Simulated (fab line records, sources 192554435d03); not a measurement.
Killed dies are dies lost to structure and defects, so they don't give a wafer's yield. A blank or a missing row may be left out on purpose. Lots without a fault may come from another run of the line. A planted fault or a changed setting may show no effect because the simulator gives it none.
Chamber matching | flow n5_finfet | N5_HKMG_FIN_ETCH_31 on rie_diel-05: 4 sister chambers
The step etches SiARC in CF4, target depth 45.5 nm, time 75.8 s. 4 wafers are shown with their chamber, then 8 later ones without.

WAFERS WITH THEIR CHAMBER
wafer  | chamber | drypump_motor_current_A (A)
L086.4 | 0       | 5.4
L094.1 | 3       | 5.6
L094.3 | 1       | 6.2
L095.2 | 2       | 5.6

WAFERS WITHOUT THEIR CHAMBER
wafer  | drypump_motor_current_A (A)
L095.5 | 5.4
L095.6 | 5.6
L096.2 | 6.2
L096.5 | 5.6
L096.6 | 5.5
L097.1 | 5.6
L097.5 | 5.3
L097.6 | 6.2

WHICH CHAMBER EACH WENT THROUGH
wafer  | from the rows above          | in truth
L095.5 | 0                            | 0
L095.6 | can't be placed: 2 or 3      | 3
L096.2 | 1                            | 1
L096.5 | can't be placed: 2 or 3      | 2
L096.6 | can't be placed: 0 or 2 or 3 | 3
L097.1 | can't be placed: 2 or 3      | 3
L097.5 | 0                            | 0
L097.6 | 1                            | 1
Placed correctly: 4 of 8. Can't be placed from these rows: 4 (the true chamber is among the candidates in 4). Placed wrongly: 0.
How it was worked out, from the rows above alone: a wafer's distance from a chamber is the root of the sum, over the readings, of the square of ((its reading less the chamber's mean) divided by the reading's scatter). The wafer belongs to the nearest chamber; if the next one is less than 2 further off, it can't be placed. A chamber's mean is the mean of its shown wafers. The scatter: with one shown wafer a chamber, the root of the mean of the squares of how far each hidden wafer lies from its nearest shown one.
